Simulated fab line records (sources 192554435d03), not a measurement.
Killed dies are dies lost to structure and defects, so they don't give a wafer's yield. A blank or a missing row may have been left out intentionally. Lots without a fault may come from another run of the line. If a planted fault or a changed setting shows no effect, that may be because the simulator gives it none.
Which tool was responsible?	flow n5_finfet	Sampling: 10 lots, 28 wafers, 5 of 1938 route steps

WHAT THE GAUGES SHOWED, per wafer
N5_BEOL_M4_RC_MEAS_101.
lot	measured	on	DIBL_N (mV/V)
L697	day 8 06:47	prober-01	38.2 35.8 35.6
L699	day 9 08:01	prober-02	36.6 37.6 36.5
L701	day 9 09:43	prober-01	35.7 37.4 36.9
L703	day 9 21:02	prober-01	35.9 37.2 34.3
L704	day 9 23:50	prober-01	33.4 36.2 33.5
L712	day 12 10:16	prober-01	36.2 33.6
L714	day 12 14:04	prober-01	35.6 35.1
L715	day 13 06:08	prober-02	34.0 33.1 32.6
L718	day 13 09:00	prober-01	35.9 35.7 35.5
L719	day 13 16:02	prober-02	35.6 36.6 36.2

WHICH TOOL RAN EACH LOT (tool, then ch and the chambers of the sampled wafers, then the start)
lot	N5_MOL_CONTACT_COAG_ETCH_15	N5_MOL_CONTACT_COAG_PRECLEAN_111	N5_MOL_CONTACT_COAG_PRE_CLEAN_141	N5_MOL_CONTACT_COAG_SPUTTER_143
L697	rie_diel-04 ch 1,2, day 4 18:29	remote_plasma-01 ch 1, day 4 19:01	pvd_sputter-03, day 4 20:50	pvd_sputter-03, day 4 20:54
L699	rie_diel-06 ch 1,2,3, day 5 10:16	remote_plasma-01 ch 1, day 5 11:02	pvd_sputter-02, day 5 13:05	pvd_sputter-02, day 5 13:08
L701	rie_diel-06 ch 0,2,3, day 5 19:43	remote_plasma-01 ch 1, day 5 20:10	pvd_sputter-01, day 5 21:12	pvd_sputter-01, day 5 21:16
L703	rie_diel-06 ch 0,1,2, day 6 07:14	remote_plasma-02 ch 0, day 6 11:49	pvd_sputter-02, day 6 13:09	pvd_sputter-02, day 6 13:13
L704	rie_diel-05 ch 1,2, day 6 08:29	remote_plasma-01 ch 0, day 6 09:29	pvd_sputter-02, day 6 12:23	pvd_sputter-02, day 6 12:26
L712	rie_diel-06 ch 1,3, day 8 09:29	remote_plasma-01 ch 1, day 8 11:19	pvd_sputter-03, day 8 14:54	pvd_sputter-03, day 8 14:58
L714	rie_diel-06 ch 0,3, day 9 01:34	remote_plasma-01 ch 1, day 9 02:04	pvd_sputter-02, day 9 03:55	pvd_sputter-02, day 9 03:59
L715	rie_diel-06 ch 0,1,2, day 9 03:07	remote_plasma-01 ch 1, day 9 03:36	pvd_sputter-02, day 9 04:52	pvd_sputter-02, day 9 04:55
L718	rie_diel-05 ch 0,1,3, day 9 22:57	remote_plasma-02 ch 1, day 9 23:25	pvd_sputter-02, day 10 01:55	pvd_sputter-02, day 10 01:59
L719	rie_diel-05 ch 0,1,2, day 10 06:31	remote_plasma-02 ch 1, day 10 07:00	pvd_sputter-02, day 10 10:08	pvd_sputter-02, day 10 10:11
- N5_MOL_CONTACT_COAG_ETCH_15: etches SiNx in CH3F/O2, stops on Si:P, target depth 7 nm.
- N5_MOL_CONTACT_COAG_PRECLEAN_111: cleans in NF3:NH3, afs cycles 1, time 20 s, sublimation time 60 s.
- N5_MOL_CONTACT_COAG_PRE_CLEAN_141: time 60 s.
- N5_MOL_CONTACT_COAG_SPUTTER_143: material Co, target thk 2.5 nm.

THE ANSWER, worked out from the rows above alone
Rule: the lots themselves supply what counts as usual. The widest of any qualifying gaps counts: lots, ordered by their means at a reading, are off when they make up no more than a third of the lots, leave a main group of 4 or more, and stand apart from it by 3 or more times the standard deviation of that group's means. A main group whose means are all the same, to the digits that the tables above print for the reading, isn't used. A lot without any number at a reading at which 4 lots or more have one is off too. The other lots that the step has rows for count as sound.
Nothing can be told from this: no lot is off at any reading shown.

WHAT THE SIMULATOR HAD INSERTED
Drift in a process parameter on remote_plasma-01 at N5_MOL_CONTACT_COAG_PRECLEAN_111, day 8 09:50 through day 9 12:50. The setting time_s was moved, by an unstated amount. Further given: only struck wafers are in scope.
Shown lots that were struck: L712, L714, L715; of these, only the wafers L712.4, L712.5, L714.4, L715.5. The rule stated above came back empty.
